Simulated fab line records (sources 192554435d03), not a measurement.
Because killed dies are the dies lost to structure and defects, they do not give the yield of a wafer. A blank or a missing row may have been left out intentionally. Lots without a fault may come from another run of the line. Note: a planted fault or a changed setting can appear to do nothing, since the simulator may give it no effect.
fab line records ; flow n5_finfet
[record] lots = 7; wafers = 39
route steps=1938 shown FIN_SAQP@120 FIN_CUT@173 DUMMY_GATE@220 SD_EPI_N@288 SD_EPI_P@310 SD_ACTIVATION@330 GATE_CUT@466 MOL_CONTACT_COAG@538
start_h: hours from the record's opening day to when the first of the lot's shown wafers began ; wait_h: time in hours since the lot's previous step ; " the same as in the row above ; L1.1+2: several wafers, shown together as one row ; - no value, or no start was given ; * or withheld: withheld ; < > ~ a bound
route shown NAME@n: NAME is a module with steps in the file, n the number in the route of the first one ; usual: mean/standard deviation taken from wafers without a fault ; same: alike in all rows ; chamber/n: place in a boat ; sites: each site's reading ; _std_site: the values' standard deviation ; _edge_site: the outer-site mean with the inner-site mean subtracted ; radius_mm: how far each site lies from the wafer's centre ; mask NAME#n: copy n ; behind: tool/chamber where the wafer was last shaped ; hold: why the lot went on hold/how many hours it stayed there/how the hold came to an end ; device: names the non-switching transistor (n, p or np) ; end of line: tests run on the same wafers once the route is complete ; step lacking rows: just its recipe ; killed: dies lost to structure and defects at the first sort, not the wafer's yield ; map: the dies of a wafer, with x for killed, . for not killed, _ for no die there
set.NAME: the setting that was run; set.NAME@STEP: the one run at that earlier step ; model.NAME: the simulator's own value behind a step, which no gauge read
one table per step and one row per wafer, for lots whose settings were changed on purpose
[[steps]]
[step N5_FIN_SAQP_MANDREL_ETCH_22]
[recipe] target_depth_a = 600; chemistry = HBr/Cl2; target = a-Si; stop_on = SiNx; bt_time_s = 10; over_etch_frac = 0.5; time_s = 30; pressure_mtorr = 10; icp_w = 800; bias_w = 75; HBr_flow_sccm = 150; Cl2_flow_sccm = 80; ends = end_point
[usual] oes_product_au = 0.763/0.01
lot.wafer;tool;chamber;start_h;wait_h;set.target_depth_a;oes_product_au;model.SOC_of_FIN_SAQP_COAT_49.thk_nm
L074.1;rie_si-01;2;23.57;0.0;554;0.795;78.02
L074.2;rie_si-01;0;23.57;0.0;600;0.775;76.89
L074.3;rie_si-01;3;23.57;0.0;554;0.801;77.89
L074.4;rie_si-01;1;23.57;0.0;554;0.814;78.17
L074.5;rie_si-01;2;23.57;0.0;600;0.753;75.69
L074.6;rie_si-01;3;23.57;0.0;600;0.780;76.32
L076.1;rie_si-01;0;35.26;0.0;600;0.781;76.88
L076.2;rie_si-01;2;35.26;0.0;638.5;0.737;74.35
L076.3;rie_si-01;1;35.26;0.0;600;0.767;76.25
L076.4;rie_si-01;3;35.26;0.0;600;0.787;76
L076.5;rie_si-01;0;35.26;0.0;638.5;0.761;75.31
L076.6;rie_si-01;3;35.26;0.0;638.5;0.741;74.53
L077.1;rie_si-03;0;40.60;0.0;600;0.736;75.65
L077.2;rie_si-03;2;40.60;0.0;600;0.758;76.12
L077.3;rie_si-03;1;40.60;0.0;600;0.759;76
L077.4;rie_si-03;3;40.60;0.0;600;0.772;76.23
L077.5;rie_si-03;2;40.60;0.0;600;0.763;76.16
L077.6;rie_si-03;1;40.60;0.0;600;0.769;75.76
L079.1;rie_si-03;3;53.00;0.0;600;0.770;76.8
L079.2;rie_si-03;2;53.00;0.0;600;0.766;76.84
L079.3;rie_si-03;0;53.00;0.0;532.8;0.797;79.3
L079.4;rie_si-03;1;53.00;0.0;532.8;0.828;78.91
L079.5;rie_si-03;0;53.00;0.0;600;0.755;76.52
L079.6;rie_si-03;3;53.00;0.0;532.8;0.825;79.38
L090.1;rie_si-05;2;117.95;0.0;600;0.772;76.15
L090.2;rie_si-05;0;117.95;0.0;600;0.750;76.14
L090.3;rie_si-05;1;117.95;0.0;558.1;0.780;77.39
L090.4;rie_si-05;3;117.95;0.0;558.1;0.788;76.94
L090.5;rie_si-05;0;117.95;0.0;558.1;0.792;78
L090.6;rie_si-05;3;117.95;0.0;600;0.766;76.18
L092.1;rie_si-05;3;131.22;0.0;556.6;0.789;77.74
L092.2;rie_si-05;0;131.22;0.0;600;0.766;76.65
L092.3;rie_si-05;1;131.22;0.0;600;0.764;75.6
L092.4;rie_si-05;2;131.22;0.0;556.6;0.805;77.69
L092.5;rie_si-05;1;131.22;0.0;600;0.780;75.44
L092.6;rie_si-05;0;131.22;0.0;556.6;0.805;77.95
L097.2;rie_si-05;2;160.24;0.0;600;0.766;75.46
L097.3;rie_si-05;1;160.24;0.0;600;0.755;75.18
L097.5;rie_si-05;0;160.24;0.0;600;0.756;76.24
[step N5_FIN_CUT_CUT_ETCH_26]
[recipe] chemistry = CH3F/O2; target = SiNx; target_depth_a = 390; mask_material = SOC; time_s = 55.7; pressure_mtorr = 30; source_w = 395; bias_w = 73; Ar_flow_sccm = 150; CH3F_flow_sccm = 30; O2_flow_sccm = 20; ion_energy_ev = 120
lot.wafer;tool;chamber;start_h;wait_h;set.target_depth_a;model.etch.depth_nm;model.SOC_of_FIN_CUT_COAT_18.thk_nm
L074.1;rie_diel-05;1;29.02;0.0;390;38.75;211.6
L074.2;rie_diel-05;0;29.02;0.0;354.9;34.64;212.8
L074.3;rie_diel-05;3;29.02;0.0;354.9;34.8;214
L074.4;rie_diel-05;2;29.02;0.0;354.9;35.16;213.4
L074.5;rie_diel-05;2;29.02;0.0;390;38.86;211.2
L074.6;rie_diel-05;3;29.02;0.0;390;38.07;211.6
L076.1;rie_diel-04;1;40.34;0.0;390;39.5;210
L076.2;rie_diel-04;2;40.34;0.0;432.9;43.75;207
L076.3;rie_diel-04;3;40.34;0.0;390;39.58;209.4
L076.4;rie_diel-04;0;40.34;0.0;432.9;43.95;207.4
L076.5;rie_diel-04;0;40.34;0.0;432.9;44.44;207.8
L076.6;rie_diel-04;1;40.34;0.0;390;39.18;210.2
L077.1;rie_diel-05;3;46.74;0.0;375.1;37.41;211.4
L077.2;rie_diel-05;0;46.74;0.0;390;38.35;210.8
L077.3;rie_diel-05;1;46.74;0.0;375.1;37.4;211.4
L077.4;rie_diel-05;2;46.74;0.0;390;39.43;210.6
L077.5;rie_diel-05;1;46.74;0.0;390;39.01;211.2
L077.6;rie_diel-05;2;46.74;0.0;375.1;37.65;212
L079.1;rie_diel-05;0;58.08;0.0;390;38.36;211.8
L079.2;rie_diel-05;1;58.08;0.0;390;38.79;211.8
L079.3;rie_diel-05;3;58.08;0.0;344.9;33.97;214.8
L079.4;rie_diel-05;0;58.08;0.0;344.9;34.23;214.4
L079.5;rie_diel-05;3;58.08;0.0;344.9;34.2;213.8
L079.6;rie_diel-05;1;58.08;0.0;390;38.86;211.8
L090.1;rie_diel-05;2;123.43;0.0;415.1;42.92;209
L090.2;rie_diel-05;3;123.43;0.0;390;38.93;210.8
L090.3;rie_diel-05;1;123.43;0.0;390;38.9;210.2
L090.4;rie_diel-05;0;123.43;0.0;390;38.38;211.2
L090.5;rie_diel-05;1;123.43;0.0;415.1;41.57;209.8
L090.6;rie_diel-05;2;123.43;0.0;415.1;42.68;208.8
L092.1;rie_diel-05;1;137.73;0.0;390;39.04;210
L092.2;rie_diel-05;2;137.73;0.0;390;39.41;211.2
L092.3;rie_diel-05;0;137.73;0.0;390;37.98;211.4
L092.4;rie_diel-05;3;137.73;0.0;390;38.61;211
L092.5;rie_diel-05;1;137.73;0.0;390;38.85;210.2
L092.6;rie_diel-05;2;137.73;0.0;390;39.51;210.2
L097.2;rie_diel-01;3;165.28;0.0;390;38.65;212.2
L097.3;rie_diel-01;1;165.28;0.0;390;38.37;211.2
L097.5;rie_diel-01;0;165.28;0.0;390;38.01;213
[step N5_FIN_CUT_CUT_ETCH_27]
[recipe] chemistry = CHF3/O2; target = SiO2; target_depth_a = 40; mask_material = SOC; overetch_a = 20; time_s = 4.9; pressure_mtorr = 30; source_w = 650; bias_w = 170; Ar_flow_sccm = 200; CHF3_flow_sccm = 50; O2_flow_sccm = 5; ion_energy_ev = 200
lot.wafer;tool;chamber;start_h;wait_h;set.target_depth_a@FIN_CUT_CUT_ETCH_26;model.SOC_of_FIN_CUT_COAT_18.thk_nm
L074.1+6;rie_diel-05;1,3;29.06;0.0;390;207.6
L074.2;rie_diel-05;0;29.06;0.0;354.9;209
L074.3;rie_diel-05;3;29.06;0.0;354.9;210
L074.4;rie_diel-05;2;29.06;0.0;354.9;209.6
L074.5;rie_diel-05;2;29.06;0.0;390;207.2
L076.1;rie_diel-04;1;40.38;0.0;390;206.2
L076.2;rie_diel-04;2;40.38;0.0;432.9;203.2
L076.3;rie_diel-04;3;40.38;0.0;390;205.6
L076.4;rie_diel-04;0;40.38;0.0;432.9;203.4
L076.5;rie_diel-04;0;40.38;0.0;432.9;203.8
L076.6;rie_diel-04;1;40.38;0.0;390;206.4
L077.1;rie_diel-05;3;46.78;0.0;375.1;207.4
L077.2;rie_diel-05;0;46.78;0.0;390;207
L077.3;rie_diel-05;1;46.78;0.0;375.1;207.6
L077.4;rie_diel-05;2;46.78;0.0;390;206.8
L077.5;rie_diel-05;1;46.78;0.0;390;207.4
L077.6;rie_diel-05;2;46.78;0.0;375.1;208
L079.1+6;rie_diel-05;0,1;58.13;0.0;390;208
L079.2;rie_diel-05;1;58.13;0.0;390;207.8
L079.3+4;rie_diel-05;3,0;58.13;0.0;344.9;210.8
L079.5;rie_diel-05;3;58.13;0.0;344.9;210
L090.1;rie_diel-05;2;123.47;0.0;415.1;205.2
L090.2;rie_diel-05;3;123.47;0.0;390;207
L090.3;rie_diel-05;1;123.47;0.0;390;206.4
L090.4;rie_diel-05;0;123.47;0.0;390;207.4
L090.5;rie_diel-05;1;123.47;0.0;415.1;205.8
L090.6;rie_diel-05;2;123.47;0.0;415.1;205
L092.1+6;rie_diel-05;1,2;137.78;0.0;390;206.2
L092.2+4;rie_diel-05;2,3;137.78;0.0;390;207.2
L092.3;rie_diel-05;0;137.78;0.0;390;207.8
L092.5;rie_diel-05;1;137.78;0.0;390;206.4
L097.2;rie_diel-01;3;165.32;0.0;390;208.2
L097.3;rie_diel-01;1;165.32;0.0;390;207.4
L097.5;rie_diel-01;0;165.32;0.0;390;209
[step N5_DUMMY_GATE_HM_DEP_06]
[recipe] material = SiNx; target_thk_a = 800; precursor = DCS/NH3; temp_c = 700; pressure_mtorr = 300; time_s = 5141
lot.wafer;tool;chamber;start_h;wait_h;set.target_thk_a;model.SiNx_of_DUMMY_GATE_HM_DEP_06.thk_nm
L074.1+6;-;-;-;0.0;710.2;70.8
L074.2+3;-;-;-;0.0;710.2;71.2
L074.4;-;-;-;0.0;710.2;71
L074.5;-;-;-;0.0;710.2;71.4
L076.1;-;-;-;0.0;747.6;73.6
L076.2;-;-;-;0.0;747.6;73.2
L076.3;-;-;-;0.0;747.6;73
L076.4;-;-;-;0.0;747.6;72.4
L076.5;-;-;-;0.0;747.6;72.6
L076.6;-;-;-;0.0;747.6;72.8
L077.1;-;-;-;0.0;732.4;72.8
L077.2+5;-;-;-;0.0;732.4;71.8
L077.3;-;-;-;0.0;732.4;72.2
L077.4+6;-;-;-;0.0;732.4;72
L079.1;-;-;-;0.0;800;79.2
L079.2+3;-;-;-;0.0;800;79.4
L079.4;-;-;-;0.0;800;78.8
L079.5;-;-;-;0.0;800;79
L079.6;-;-;-;0.0;800;79.6
L090.1;-;-;-;0.0;754.9;75.8
L090.2+4;-;-;-;0.0;754.9;75.6
L090.3+5+6;-;-;-;0.0;754.9;76
L092.1;-;-;-;0.0;852.5;84.4
L092.2+6;-;-;-;0.0;852.5;84.2
L092.3;-;-;-;0.0;852.5;85.2
L092.4;-;-;-;0.0;852.5;85
L092.5;-;-;-;0.0;852.5;84.6
L097.2;lpcvd-02;1/70;178.76;0.0;800;78.2
L097.3;lpcvd-02;1/75;178.76;0.0;800;78.6
L097.5;lpcvd-02;1/84;178.76;0.0;800;79
[step N5_DUMMY_GATE_ETCH_32]
[recipe] chemistry = CF4; target = SiO2; target_depth_a = 35; time_s = 3.9; ion_energy_ev = 350; pressure_mtorr = 10; icp_w = 800; bias_w = 400; cf4_flow_sccm = 80
lot.wafer;tool;chamber;start_h;wait_h;set.time_s;model.etch.depth_nm
L074.1;rie_si-04;0;47.94;0.1;3.9;3.488
L074.2;rie_si-04;1;47.94;0.1;3.9;3.436
L074.3;rie_si-04;3;47.94;0.1;4.678;4.178
L074.4;rie_si-04;2;47.94;0.1;4.678;4.1
L074.5;rie_si-04;1;47.94;0.1;3.9;3.427
L074.6;rie_si-04;2;47.94;0.1;4.678;4.101
L076.1;rie_si-02;3;59.93;0.1;3.9;3.433
L076.2;rie_si-02;2;59.93;0.1;3.9;3.482
L076.3;rie_si-02;0;59.93;0.1;4.402;4.003
L076.4;rie_si-02;1;59.93;0.1;4.402;3.937
L076.5;rie_si-02;3;59.93;0.1;4.402;3.931
L076.6;rie_si-02;0;59.93;0.1;3.9;3.549
L077.1;rie_si-06;0;65.88;0.1;3.163;2.997
L077.2;rie_si-06;2;65.88;0.1;3.163;2.903
L077.3;rie_si-06;3;65.88;0.1;3.9;3.451
L077.4;rie_si-06;1;65.88;0.1;3.9;3.506
L077.5;rie_si-06;0;65.88;0.1;3.163;2.989
L077.6;rie_si-06;3;65.88;0.1;3.9;3.449
L079.1;rie_si-06;2;78.63;0.1;4.457;4.114
L079.2;rie_si-06;3;78.63;0.1;3.9;3.468
L079.3;rie_si-06;1;78.63;0.1;4.457;4.004
L079.4;rie_si-06;0;78.63;0.1;3.9;3.731
L079.5;rie_si-06;3;78.63;0.1;3.9;3.484
L079.6;rie_si-06;2;78.63;0.1;4.457;4.095
L090.1;rie_si-06;2;147.07;0.1;3.9;3.481
L090.2;rie_si-06;1;147.07;0.1;3.9;3.451
L090.3;rie_si-06;3;147.07;0.1;4.368;3.858
L090.4;rie_si-06;0;147.07;0.1;3.9;3.67
L090.5;rie_si-06;3;147.07;0.1;4.368;3.859
L090.6;rie_si-06;0;147.07;0.1;4.368;4.123
L092.1;rie_si-04;1;156.80;0.1;3.9;3.44
L092.2;rie_si-04;3;156.80;0.1;3.252;2.969
L092.3;rie_si-04;2;156.80;0.1;3.252;2.875
L092.4;rie_si-04;0;156.80;0.1;3.9;3.563
L092.5;rie_si-04;1;156.80;0.1;3.9;3.462
L092.6;rie_si-04;2;156.80;0.1;3.252;2.884
L097.2;rie_si-04;3;183.84;0.1;3.9;3.557
L097.3;rie_si-04;1;183.84;0.1;3.9;3.477
L097.5;rie_si-04;1;183.84;0.1;3.9;3.498
[step N5_SD_EPI_N_EPI_21]
[recipe] material = Si:P; dopant = P; temp_c = 680; pressure_torr = 255; time_s = 690
lot.wafer;tool;chamber;start_h;wait_h;set.epi_growth_time_s;model.Si-P_of_SD_EPI_N_EPI_21.thk_nm
L074.1;epi_rpcvd-04;0;51.09;0.1;636.5;55.4
L074.2+5;epi_rpcvd-04;0;51.09;0.1;690;58.8
L074.3+6;epi_rpcvd-04;0;51.09;0.1;636.5;55.6
L074.4;epi_rpcvd-04;0;51.09;0.1;690;58.2
L076.1+5;epi_rpcvd-04;0;63.93;0.1;690;58.2
L076.2;epi_rpcvd-04;0;63.93;0.1;622.7;54
L076.3;epi_rpcvd-04;0;63.93;0.1;622.7;54.6
L076.4;epi_rpcvd-04;0;63.93;0.1;690;57.8
L076.6;epi_rpcvd-04;0;63.93;0.1;622.7;54.2
L077.1;epi_rpcvd-04;0;69.23;0.1;640.1;56.4
L077.2;epi_rpcvd-04;0;69.23;0.1;690;59.4
L077.3;epi_rpcvd-04;0;69.23;0.1;690;59.6
L077.4;epi_rpcvd-04;0;69.23;0.1;640.1;56.2
L077.5;epi_rpcvd-04;0;69.23;0.1;640.1;56.6
L077.6;epi_rpcvd-04;0;69.23;0.1;690;60
L079.1;epi_rpcvd-04;0;82.27;0.2;690;59
L079.2;epi_rpcvd-04;0;82.27;0.2;631.3;55
L079.3;epi_rpcvd-04;0;82.27;0.2;631.3;54.4
L079.4;epi_rpcvd-04;0;82.27;0.2;690;58.4
L079.5;epi_rpcvd-04;0;82.27;0.2;631.3;55.2
L079.6;epi_rpcvd-04;0;82.27;0.2;690;57.8
L090.1+2;epi_rpcvd-02;0;150.33;0.1;737.3;63.4
L090.3;epi_rpcvd-02;0;150.33;0.1;737.3;62
L090.4;epi_rpcvd-02;0;150.33;0.1;690;60.4
L090.5+6;epi_rpcvd-02;0;150.33;0.1;690;60
L092.1;epi_rpcvd-02;0;160.39;0.2;690;59
L092.2;epi_rpcvd-02;0;160.39;0.2;690;58.2
L092.3;epi_rpcvd-02;0;160.39;0.2;690;58.6
L092.4;epi_rpcvd-02;0;160.39;0.2;650.1;56.2
L092.5;epi_rpcvd-02;0;160.39;0.2;650.1;56.8
L092.6;epi_rpcvd-02;0;160.39;0.2;650.1;57
L097.2;epi_rpcvd-02;0;188.13;0.5;690;59.6
L097.3;epi_rpcvd-02;0;188.13;0.5;690;59.2
L097.5;epi_rpcvd-02;0;188.13;0.5;690;58.8
[step N5_SD_EPI_P_ETCHBACK_46]
[recipe] chemistry = CH3F/O2; mode = anisotropic_etchback; target = SiNx; target_depth_a = 175; stop_on = SiO2; over_etch_frac = 0.3; ion_energy_ev = 120; pressure_mtorr = 30; source_w = 395; bias_w = 73; Ar_flow_sccm = 150; CH3F_flow_sccm = 30; O2_flow_sccm = 20
lot.wafer;tool;chamber;start_h;wait_h;set.over_etch_frac
L074.1+4+5;rie_diel-01;3,0,2;54.29;0.0;0.3
L074.2+3+6;rie_diel-01;2,1,3;54.29;0.0;0.314
L076.1+2+3+4+5+6;rie_diel-05;3,0,0,3,0,3;67.74;0.0;0.3
L077.1+2+3+4+5+6;rie_diel-04;2,1,0,3,0,1;72.78;0.0;0.3
L079.1+3+4;rie_diel-01;2,0,1;85.92;0.0;0.3
L079.2+5+6;rie_diel-01;3,2,3;85.92;0.0;0.2821
L090.1+2+3+4+5+6;rie_diel-01;1,2,3,0,1,2;153.61;0.0;0.3
L092.1+2+3+4+5+6;rie_diel-05;3,0,2,1,1,2;164.34;0.0;0.3
L097.2+3+5;rie_diel-01;2,1,2;192.36;0.0;0.3
[step N5_SD_EPI_P_ETCH_47]
[recipe] chemistry = CH3F/O2; target = SiOCN; target_depth_a = 250; mask_material = SOC; ion_energy_ev = 60; bias_w = 29; pressure_mtorr = 30; source_w = 410; Ar_flow_sccm = 150; CH3F_flow_sccm = 30; O2_flow_sccm = 20
[step N5_SD_EPI_P_ETCH_16]
[recipe] chemistry = CHF3/O2; target = SiO2; target_depth_a = 50; mask_material = SOC; pressure_mtorr = 30; source_w = 650; bias_w = 170; Ar_flow_sccm = 200; CHF3_flow_sccm = 50; O2_flow_sccm = 5; ion_energy_ev = 200
[step N5_SD_ACTIVATION_RTA_00]
[recipe] temp_c = 975; time_s = 0; ambient = N2; idle_temp_c = 600; ramp_up_c_per_s = 150; ramp_down_c_per_s = 60; cool_to_c = 600
[step N5_SD_ACTIVATION_LSA_01]
[recipe] temp_c = 1080; time_s = 0.0008; ambient = N2
[step N5_SD_ACTIVATION_RS_MEAS_03]
[recipe] thk_meas_gauge = four-point-probe
[usual] RS_SD_N = 21.9/0.35; RS_SD_P = 56.3/0.88
lot.wafer;tool;chamber;start_h;wait_h;set.epi_growth_time_s@SD_EPI_N_EPI_21;RS_SD_N[ohm/sq];RS_SD_P[ohm/sq]
L074.1;film_metro-01;-;58.87;0.2;636.5;23.1;56.9
L074.2;film_metro-01;-;58.87;0.2;690;22.0;56.3
L074.3;film_metro-01;-;58.87;0.2;636.5;23.2;56.4
L074.4;film_metro-01;-;58.87;0.2;690;22.2;56.5
L074.5;film_metro-01;-;58.87;0.2;690;22.0;56.7
L074.6;film_metro-01;-;58.87;0.2;636.5;23.3;57.8
L076.1;film_metro-02;-;71.70;0.2;690;21.9;57.1
L076.2;film_metro-02;-;71.70;0.2;622.7;23.9;57.6
L076.3;film_metro-02;-;71.70;0.2;622.7;23.4;57.6
L076.4;film_metro-02;-;71.70;0.2;690;22.1;57.7
L076.5;film_metro-02;-;71.70;0.2;690;21.8;57.1
L076.6;film_metro-02;-;71.70;0.2;622.7;23.6;58.5
L077.1;film_metro-02;-;76.60;0.2;640.1;22.7;55.6
L077.2;film_metro-02;-;76.60;0.2;690;21.7;55.3
L077.3;film_metro-02;-;76.60;0.2;690;21.7;55.6
L077.4;film_metro-02;-;76.60;0.2;640.1;22.8;55.7
L077.5;film_metro-02;-;76.60;0.2;640.1;22.5;55.6
L077.6;film_metro-02;-;76.60;0.2;690;21.2;56.1
L079.1;film_metro-01;-;89.88;0.2;690;22.0;56.9
L079.2;film_metro-01;-;89.88;0.2;631.3;23.5;57.2
L079.3;film_metro-01;-;89.88;0.2;631.3;23.9;56.0
L079.4;film_metro-01;-;89.88;0.2;690;22.3;57.9
L079.5;film_metro-01;-;89.88;0.2;631.3;23.5;56.6
L079.6;film_metro-01;-;89.88;0.2;690;22.2;56.7
L090.1;film_metro-01;-;158.10;0.2;737.3;20.5;57.6
L090.2;film_metro-01;-;158.10;0.2;737.3;20.3;57.5
L090.3;film_metro-01;-;158.10;0.2;737.3;20.7;57.9
L090.4;film_metro-01;-;158.10;0.2;690;21.2;57.4
L090.5;film_metro-01;-;158.10;0.2;690;21.4;57.3
L090.6;film_metro-01;-;158.10;0.2;690;21.6;57.3
L092.1;film_metro-01;-;168.92;0.2;690;21.8;56.2
L092.2;film_metro-01;-;168.92;0.2;690;22.1;56.7
L092.3;film_metro-01;-;168.92;0.2;690;22.0;55.7
L092.4;film_metro-01;-;168.92;0.2;650.1;22.9;57.0
L092.5;film_metro-01;-;168.92;0.2;650.1;22.5;56.1
L092.6;film_metro-01;-;168.92;0.2;650.1;22.7;56.4
L097.2;film_metro-01;-;197.37;0.2;690;21.6;56.3
L097.3;film_metro-01;-;197.37;0.2;690;21.8;56.7
L097.5;film_metro-01;-;197.37;0.2;690;21.9;56.9
[step N5_GATE_CUT_ETCH_56]
[recipe] chemistry = Cl2/Ar; target = TiN; target_depth_a = 216; pressure_mtorr = 10; icp_w = 600; bias_w = 60; Cl2_flow_sccm = 40; Ar_flow_sccm = 60
lot.wafer;tool;chamber;start_h;wait_h;set.target_depth_a;model.etch.depth_nm
L074.1;rie_metal-01;0;80.45;0.1;239.2;23.47
L074.2;rie_metal-01;1;80.45;0.1;216;21.78
L074.3;rie_metal-01;0;80.45;0.1;239.2;23.31
L074.4;rie_metal-01;1;80.45;0.1;239.2;24.41
L074.5;rie_metal-01;1;80.45;0.1;216;21.69
L074.6;rie_metal-01;0;80.45;0.1;216;21.11
L076.1;rie_metal-02;0;92.73;0.1;216;21.42
L076.2;rie_metal-02;1;92.73;0.1;216;21.89
L076.3;rie_metal-02;0;92.73;0.1;216;21.4
L076.4;rie_metal-02;1;92.73;0.1;216;21.76
L076.5;rie_metal-02;1;92.73;0.1;216;21.85
L076.6;rie_metal-02;0;92.73;0.1;216;21.26
L077.1;rie_metal-03;1;97.75;0.1;242.7;24.73
L077.2;rie_metal-03;0;97.75;0.1;216;21.53
L077.3;rie_metal-03;0;97.75;0.1;242.7;24.08
L077.4;rie_metal-03;1;97.75;0.1;216;22.07
L077.5;rie_metal-03;1;97.75;0.1;242.7;24.58
L077.6;rie_metal-03;0;97.75;0.1;216;21.38
L079.1;rie_metal-02;1;112.60;0.1;227.4;22.98
L079.2;rie_metal-02;0;112.60;0.1;227.4;22.34
L079.3;rie_metal-02;0;112.60;0.1;216;20.92
L079.4;rie_metal-02;1;112.60;0.1;216;21.79
L079.5;rie_metal-02;0;112.60;0.1;216;21.26
L079.6;rie_metal-02;1;112.60;0.1;227.4;22.78
L090.1;rie_metal-02;0;180.01;0.1;216;21.39
L090.2;rie_metal-02;1;180.01;0.1;216;22.06
L090.3;rie_metal-02;0;180.01;0.1;216;21.14
L090.4;rie_metal-02;1;180.01;0.1;216;21.95
L090.5;rie_metal-02;1;180.01;0.1;216;22.14
L090.6;rie_metal-02;0;180.01;0.1;216;21.33
L092.1;rie_metal-02;1;191.32;0.1;216;21.87
L092.2;rie_metal-02;0;191.32;0.1;198.9;19.68
L092.3;rie_metal-02;1;191.32;0.1;216;22.08
L092.4;rie_metal-02;0;191.32;0.1;198.9;19.6
L092.5;rie_metal-02;1;191.32;0.1;198.9;20.19
L092.6;rie_metal-02;0;191.32;0.1;216;21.29
L097.2;rie_metal-03;1;218.70;0.1;216;21.81
L097.3;rie_metal-03;0;218.70;0.1;216;20.9
L097.5;rie_metal-03;1;218.70;0.1;216;21.83
[step N5_MOL_CONTACT_COAG_ETCH_110]
[recipe] chemistry = CF4/O2; target = Si; target_depth_a = 25; time_s = 8; pressure_mtorr = 100; source_w = 200; bias_w = 12; ion_energy_ev = 60; Ar_flow_sccm = 100; cf4_flow_sccm = 100; O2_flow_sccm = 10
[usual] rf_vpp_V = 128.0/3
lot.wafer;tool;chamber;start_h;wait_h;set.source_w;rf_vpp_V;model.etch.depth_nm
L074.1;rie_diel-03;1;89.75;0.0;212.3;123.5;2.762
L074.2;rie_diel-03;3;89.75;0.0;212.3;120.4;2.714
L074.3;rie_diel-03;2;89.75;0.0;200;135.4;2.489
L074.4;rie_diel-03;0;89.75;0.0;212.3;126.6;2.619
L074.5;rie_diel-03;1;89.75;0.0;200;128.2;2.642
L074.6;rie_diel-03;0;89.75;0.0;200;129.2;2.493
L076.1;rie_diel-02;2;102.38;0.0;200;128.4;2.547
L076.2;rie_diel-02;3;102.38;0.0;200;128.6;2.559
L076.3;rie_diel-02;1;102.38;0.0;200;124.4;2.565
L076.4;rie_diel-02;2;102.38;0.0;200;127.8;2.53
L076.5;rie_diel-02;3;102.38;0.0;200;128.4;2.576
L076.6;rie_diel-02;1;102.38;0.0;200;124.4;2.599
L077.1;rie_diel-02;3;105.81;0.0;200;128.2;2.527
L077.2;rie_diel-02;1;105.81;0.0;200;125.5;2.543
L077.3;rie_diel-02;2;105.81;0.0;200;127.5;2.524
L077.4;rie_diel-02;2;105.81;0.0;200;127.2;2.52
L077.5;rie_diel-02;3;105.81;0.0;200;128.4;2.51
L077.6;rie_diel-02;1;105.81;0.0;200;125.5;2.547
L079.1;rie_diel-03;1;120.53;0.0;200;128.2;2.66
L079.2;rie_diel-03;3;120.53;0.0;233.3;112.6;2.959
L079.3;rie_diel-03;0;120.53;0.0;233.3;117.9;2.844
L079.4;rie_diel-03;2;120.53;0.0;200;132.3;2.498
L079.5;rie_diel-03;2;120.53;0.0;200;132.5;2.51
L079.6;rie_diel-03;1;120.53;0.0;233.3;117.2;3.009
L090.1;rie_diel-03;2;190.11;0.0;200;134.2;2.471
L090.2;rie_diel-03;1;190.11;0.0;200;127.5;2.615
L090.3;rie_diel-03;3;190.11;0.0;165.3;139.5;2.168
L090.4;rie_diel-03;0;190.11;0.0;165.3;145.8;2.121
L090.5;rie_diel-03;1;190.11;0.0;165.3;143.9;2.244
L090.6;rie_diel-03;0;190.11;0.0;200;129.3;2.494
L092.1;rie_diel-03;1;199.29;0.0;185.6;134.3;2.489
L092.2;rie_diel-03;2;199.29;0.0;185.6;141.2;2.327
L092.3;rie_diel-03;0;199.29;0.0;200;129.9;2.5
L092.4;rie_diel-03;3;199.29;0.0;200;123.2;2.564
L092.5;rie_diel-03;2;199.29;0.0;185.6;140.4;2.346
L092.6;rie_diel-03;1;199.29;0.0;200;128.6;2.64
L097.2;rie_diel-06;0;227.18;0.0;200;127.3;2.452
L097.3;rie_diel-06;2;227.18;0.0;200;129.8;2.491
L097.5;rie_diel-06;0;227.18;0.0;200;128.9;2.435
[[key]]
[split] step = N5_FIN_SAQP_MANDREL_ETCH_22; setting = target_depth_a; stated = 600; by = wafer
[response] step = N5_FIN_SAQP_MANDREL_ETCH_22; reading = oes_product_au; change = -0.0044; per = 1%; r = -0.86
[response] step = N5_FIN_SAQP_MANDREL_ETCH_22; reading = model.SOC_of_FIN_SAQP_COAT_49.thk_nm; change = -0.227; per = 1%; r = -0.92
[split] step = N5_FIN_CUT_CUT_ETCH_26; setting = target_depth_a; stated = 390; by = wafer
[response] step = N5_FIN_CUT_CUT_ETCH_26; reading = model.etch.depth_nm; change = +0.423; per = 1%; r = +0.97
[response] step = N5_FIN_CUT_CUT_ETCH_26; reading = model.SOC_of_FIN_CUT_COAT_18.thk_nm; change = -0.221; per = 1%; r = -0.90
[response] step = N5_FIN_CUT_CUT_ETCH_27; reading = model.SOC_of_FIN_CUT_COAT_18.thk_nm; change = -0.229; per = 1%; r = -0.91
[split] step = N5_DUMMY_GATE_HM_DEP_06; setting = target_thk_a; stated = 800; by = lot
[response] step = N5_DUMMY_GATE_HM_DEP_06; reading = model.SiNx_of_DUMMY_GATE_HM_DEP_06.thk_nm; change = +0.784; per = 1%; r = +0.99
[split] step = N5_DUMMY_GATE_ETCH_32; setting = time_s; stated = 3.9; by = wafer
[response] step = N5_DUMMY_GATE_ETCH_32; reading = model.etch.depth_nm; change = +0.033; per = 1%; r = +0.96
[split] step = N5_SD_EPI_N_EPI_21; setting = epi_growth_time_s; stated = 690; by = wafer
[response] step = N5_SD_EPI_N_EPI_21; reading = model.Si-P_of_SD_EPI_N_EPI_21.thk_nm; change = +0.402; per = 1%; r = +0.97
[response] step = N5_SD_ACTIVATION_RS_MEAS_03; reading = RS_SD_N; change = -0.157; per = 1%; r = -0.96
[split] step = N5_SD_EPI_P_ETCHBACK_46; setting = over_etch_frac; stated = 0.3; by = wafer
response none clear
[split] step = N5_GATE_CUT_ETCH_56; setting = target_depth_a; stated = 216; by = wafer
[response] step = N5_GATE_CUT_ETCH_56; reading = model.etch.depth_nm; change = +0.225; per = 1%; r = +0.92
[split] step = N5_MOL_CONTACT_COAG_ETCH_110; setting = source_w; stated = 200; by = wafer
[response] step = N5_MOL_CONTACT_COAG_ETCH_110; reading = rf_vpp_V; change = -0.897; per = 1%; r = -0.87
[response] step = N5_MOL_CONTACT_COAG_ETCH_110; reading = model.etch.depth_nm; change = +0.022; per = 1%; r = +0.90
